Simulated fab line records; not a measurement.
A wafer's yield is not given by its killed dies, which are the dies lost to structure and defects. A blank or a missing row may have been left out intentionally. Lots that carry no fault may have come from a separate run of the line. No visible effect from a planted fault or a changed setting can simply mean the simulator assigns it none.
Problem report, 8D (eight disciplines) form, completed by code	flow n5 finfet	the parts of the form that need people (team, actions taken, sign-off) are left out

1. WHAT WENT WRONG
N5_PASSIVATION_PROBE_49, killed_at_M4_up: mean 94 over 1 wafer from 1 lot; wafers with no fault: 13, standard deviation 5.3. That is +15 standard deviations from the usual mean.
Seen first at day 19 00:43 on prober-01, wafer L450.4. At this step, 4 wafers from 2 lots have a number in the record. Rule for "out" (also "out of limits"): further than 4 standard deviations from the usual mean. All remaining wafers that have a number are taken as sound.

2. WHAT IT IS AND WHAT IT IS NOT
question	is	is not
which readings at this step	killed_at_M4_up	killed_at_M0_to_M3, killed at contacts, killed at front end, killed at other, killed open, killed short, sort_bin_6_memory
which lots	L450	L435
which wafers of those lots	all that have a number	-
read on which tools	prober-01	prober-02
when	from day 19 00:43	up to then (3 sound wafers)

3. THE SUSPECTS, EACH WITH WHAT RULES IT OUT
Counting: a tool stays on the suspect list if, at a process step up to the reading, it processed all lots that are out and no sound lot following the first of them.
- rie diel-01 at N5_BEOL_M4_ETCH_69 (etches SiARC in CF4, target depth 15.6 nm, time 26 s): kept. It ran the lot that is out, L450 (day 13 05:02), and no sound lot after that.
- prober-01 at N5_PASSIVATION_PROBE_49: kept. It ran the lot that is out, L450 (day 19 00:43), and no sound lot after that. Out on those wafers are its own readings of killed_at_M4_up.
The count leaves prober-01 at N5_PASSIVATION_PROBE_49 and rie diel-01 at N5_BEOL_M4_ETCH_69.

4. THE CAUSE (what the simulator had put in)
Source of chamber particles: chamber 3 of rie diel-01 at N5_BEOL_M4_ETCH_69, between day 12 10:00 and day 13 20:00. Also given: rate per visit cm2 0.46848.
This tool is one of the 2 suspects left after counting.

5. THE EFFECT CHAIN, in route order
Rows list readings where the struck wafers' mean (over those with a number) sits beyond 3 standard deviations from the usual. Scope: only readings with a usual standard deviation given in the record; hours: median across lots of the time from each lot's start at the first step in this table that gives one to its start at this step; sigmas: change in usual standard deviations.
hours	step	reading	usual	on struck wafers	change	sigmas
0	N5_PASSIVATION_PROBE_49	defect limited yield	91.2 %	85.8	-5.4	-3.6
0	N5_PASSIVATION_PROBE_49	killed_at_M4_up	13	94	+81	+15
0	N5_PASSIVATION_PROBE_49	killed dies	103	168	+65	+3.8
0	N5_PASSIVATION_PROBE_49	sort_bin_5_function	5.2 %	8.7	+3.5	+3.7
0	N5_PASSIVATION_PROBE_49	sort n pass	1077	1012	-65	-3.8
0	N5_PASSIVATION_PROBE_49	sort yield pct	91.2 %	85.8	-5.4	-3.6
Here are the process steps it includes:
- N5_PASSIVATION_PROBE_49

6. HOW IT WOULD HAVE BEEN CAUGHT EARLIER
In this record no reading fell out of limits until day 19 00:43, 159 hours after the fault had begun at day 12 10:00.
An alarm limit of 4 standard deviations would not have fired on the tool readings at N5_BEOL_M4_ETCH_69 for which the record gives a usual standard deviation, since none of them was out on any struck wafer.
By day 19 00:43, every lot that is out (1) had started N5_BEOL_M4_ETCH_69 on rie diel-01. Tool hold at that time: it would have spared none of them.
